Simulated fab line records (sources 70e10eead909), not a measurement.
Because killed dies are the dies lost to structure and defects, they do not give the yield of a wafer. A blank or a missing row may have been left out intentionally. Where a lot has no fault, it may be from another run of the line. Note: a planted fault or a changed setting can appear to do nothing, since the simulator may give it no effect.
A struck lot beside a sound one	flow nand-harc	14 out of 1159 route steps
Sound: wafers L861.1, L861.3, L861.5. Wafers struck: L865.1, L865.3, L865.6. The cause is named last.
Order at every step that has rows: each side's tool, ch and its chambers, its first start. Under that, the readings that differ: sound wafers	struck wafers	difference of the means	sigmas: that difference in standard deviations of wafers without a fault.
alike: same words and numbers on both sides, and readings whose means sit less than 2 such deviations apart. not compared: any withheld reading, any reading some wafer has no value for, any bound like >300 that may hide the same value, and any number with overlapping values for which the record gives no deviation.
Wherever a step has rows on one side only, a row that says differs or no value, or a row with sigmas, the two part there. When numbers do not overlap yet have no deviation, they are printed without sigmas and do not part them. A reading that every wafer of one side lacks parts them only if that side has two wafers or more.

first, 1 step without rows for these wafers: NHARC_A_ONON_D1_DEP_19 (target thk 1000 nm).
NHARC_A_ONON_D1_THK_MEAS_21: measures by ellipsometry.
  struck on film-metro-01, day 9 15:35; sound on film-metro-01, day 8 14:57
  alike: thk-nm
then, 1 step without rows for these wafers: NHARC_A_ONON_D1_DEP_22 (target thk 1000 nm).
NHARC_A_ONON_D1_THK_MEAS_24: measures by ellipsometry.
  struck on film-metro-01, day 9 16:09; sound on film-metro-01, day 8 15:31
  alike: thk-nm
then, 1 step without rows for these wafers: NHARC_A_ONON_D1_DEP_25 (target thk 1000 nm).
NHARC_A_ONON_D1_THK_MEAS_27: measures by ellipsometry.
  struck on film-metro-01, day 9 16:43; sound on film-metro-01, day 8 16:05
  alike: thk-nm
then, 1 step without rows for these wafers: NHARC_A_ONON_D1_DEP_28 (target thk 1000 nm).
NHARC_A_ONON_D1_THK_MEAS_30: measures by ellipsometry.
  struck on film-metro-01, day 9 17:17; sound on film-metro-01, day 8 16:39
  alike: thk-nm
NHARC_A_ONON_D1_DEP_33: deposits SiO2, target thk 200 nm.
  sound on pecvd-03 ch 0,1,2, day 8 16:43; struck on pecvd-03 ch 0,1,2, day 9 17:20
  alike: flow-sccm, heater-power-w, rf-fwd-power-W, throttle-valve-pct
NHARC_A_ONON_D1_THK_MEAS_34: measures by ellipsometry.
  struck on film-metro-01, day 9 17:46; sound on film-metro-01, day 8 17:07
  alike: thk-nm
NHARC_A_ONON_D1_INSPECT_32:
  struck on defect-inspect-01, day 9 17:50; sound on defect-inspect-01, day 8 17:11
  alike: raw-defect-count
NHARC_A_CHANNEL_HOLE_D1_DEP_00: deposits aC, target thk 3100 nm.
  sound on acl-dep-02 ch 0, day 8 17:44; struck on acl-dep-01 ch 0, day 9 20:02
  alike: throttle-valve-pct
NHARC_A_CHANNEL_HOLE_D1_DEP_01: deposits SiON, target thk 140 nm.
  sound on pecvd-04 ch 0,1, day 8 19:42; struck on pecvd-01 ch 0,1,2, day 9 22:02
  alike: heater-power-w, rf-fwd-power-W
-- break in the record here, with 11 days between the starts of the struck wafers on either side (left off in module A_CHANNEL_HOLE_D1, picked up again in module END, where the first step shown is number 1159 on the route) --
NHARC_END_SORT_01:
  the record has rows for the struck wafers here (prober-02 ch 0, day 21 00:20) and none for the sound ones

## WHERE THEY PART
NHARC_END_SORT_01 only, going by this record.

WHY: what had been put in by the simulator
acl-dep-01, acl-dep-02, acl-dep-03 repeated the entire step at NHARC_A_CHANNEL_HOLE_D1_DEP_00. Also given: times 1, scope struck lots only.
